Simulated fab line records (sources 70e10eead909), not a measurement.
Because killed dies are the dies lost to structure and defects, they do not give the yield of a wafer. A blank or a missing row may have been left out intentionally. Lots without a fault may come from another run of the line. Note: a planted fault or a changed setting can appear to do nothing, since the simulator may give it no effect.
Matching of chambers ; flow nandHarc ; NHARC_A_STAIRCASE_TRIM_220 on rieDiel-13: 4 sister chambers
The step chemistry O2, time 211.2 s. 4 wafers are shown with their chamber, then 9 later ones without.

## WAFERS WITH THEIR CHAMBER
wafer;chamber;drypumpMotorCurrentA (A)
L081.6;3;5.5
L092.1;0;5.4
L092.4;1;5.9
L092.5;2;5.2

## WAFERS WHOSE CHAMBER IS MISSING
wafer;drypumpMotorCurrentA (A)
L095.1;5.9
L095.4;5.2
L095.6;5.9
L096.4;5.2
L096.5;5.1
L096.6;5.6
L097.2;5.1
L097.4;5.5
L097.6;5.4

## EACH ONE'S CHAMBER
wafer;from the rows above;in truth
L095.1;1;1
L095.4;2;2
L095.6;1;1
L096.4;2;2
L096.5;2;2
L096.6;can't be placed: 3 or 0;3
L097.2;2;2
L097.4;can't be placed: 3 or 0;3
L097.6;can't be placed: 0 or 3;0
Placed correctly: 6 of 9. From these rows, 3 cannot be placed; in 3 the true chamber is one of the candidates. Wrongly placed: 0.
How it was worked out, from the rows above alone: a wafer's distance from a chamber is the root of the sum, over the readings, of the square of ((its reading less the chamber's mean) divided by the reading's scatter). If the next closest chamber is less than 2 further off than the closest, the wafer can't be placed; otherwise it belongs to the closest. The mean given for a chamber averages the wafers shown for that chamber. The scatter: with one shown wafer a chamber, the root of the mean of the squares of how far each hidden wafer lies from its nearest shown one.
